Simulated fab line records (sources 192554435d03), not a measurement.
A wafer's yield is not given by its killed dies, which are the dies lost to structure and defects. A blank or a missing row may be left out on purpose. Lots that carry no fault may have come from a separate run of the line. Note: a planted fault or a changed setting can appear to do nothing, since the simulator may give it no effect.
Matching of chambers -- flow n5Finfet -- N5_FIN_CUT_DESCUM_13 on rieDiel-01 has 4 sister chambers
The step chemistry O2, time 7 s. 22 wafers are shown with their chamber, then 11 later ones without.

## EACH WAFER AND ITS CHAMBER
wafer,chamber,throttleValvePct (%),drypumpMotorCurrentA (A),showerheadPlenumPTorr (Torr)
L080.3,0,20.3,6.4,2.11
L080.4,1,20.4,5.3,1.99
L080.5,1,20.4,5.3,1.98
L081.1,1,20.4,5.3,1.99
L081.5,0,20.3,6.4,2.11
L081.6,1,20.4,5.3,1.99
L083.2,1,20.4,5.3,1.98
L083.3,0,20.3,6.4,2.11
L083.4,3,21.0,6.1,2.02
L089.1,2,20.1,6.1,2.19
L089.4,1,20.4,5.3,1.98
L089.6,2,20.1,6.1,2.19
L091.1,2,20.1,6.1,2.19
L091.3,0,20.3,6.4,2.10
L091.6,0,20.3,6.4,2.10
L092.1,3,21.1,6.0,2.01
L092.4,3,21.1,6.0,2.01
L092.6,2,20.1,6.1,2.19
L093.3,3,21.1,6.1,2.01
L093.4,0,20.3,6.4,2.10
L093.5,3,21.1,6.1,2.01
L094.1,3,21.1,6.1,2.01

SIGNATURES (means of the wafers above)
reading,chamber 0,chamber 1,chamber 2,chamber 3,scatter within a chamber
throttleValvePct,20.300,20.400,20.100,21.083,0.0215
drypumpMotorCurrentA,6.400,5.300,6.100,6.067,0.0272
showerheadPlenumPTorr,2.1050,1.9850,2.1900,2.0117,0.00461
Rule: for a wafer and a chamber, the distance is found by dividing, reading by reading, the gap between the wafer's reading and the chamber's mean by the reading's scatter, squaring, summing and taking the root. If the next closest chamber is less than 2 further off than the closest, the wafer can't be placed; otherwise it belongs to the closest. How the scatter is found: for the shown wafers, subtract from each reading the mean of its chamber, square and add these, divide the total by (wafers less chambers), then take the root.

## WAFERS WHOSE CHAMBER IS MISSING
wafer,throttleValvePct (%),drypumpMotorCurrentA (A),showerheadPlenumPTorr (Torr)
L094.2,20.4,5.3,1.98
L094.5,21.1,6.1,2.01
L095.1,20.3,6.4,2.10
L095.2,20.4,5.3,1.98
L095.5,20.4,5.3,1.98
L096.1,20.1,6.1,2.18
L096.2,20.3,6.4,2.10
L096.6,20.3,6.4,2.10
L097.1,20.4,5.3,1.98
L097.3,20.3,6.4,2.10
L097.5,20.4,6.4,2.10

## WHICH CHAMBER EACH WENT THROUGH
wafer,from the rows above,in truth
L094.2,1,1
L094.5,3,3
L095.1,0,0
L095.2,1,1
L095.5,1,1
L096.1,2,2
L096.2,0,0
L096.6,0,0
L097.1,1,1
L097.3,0,0
L097.5,0,0
11 of 11 placed correctly. From these rows, 0 cannot be placed. Wrongly placed: 0.
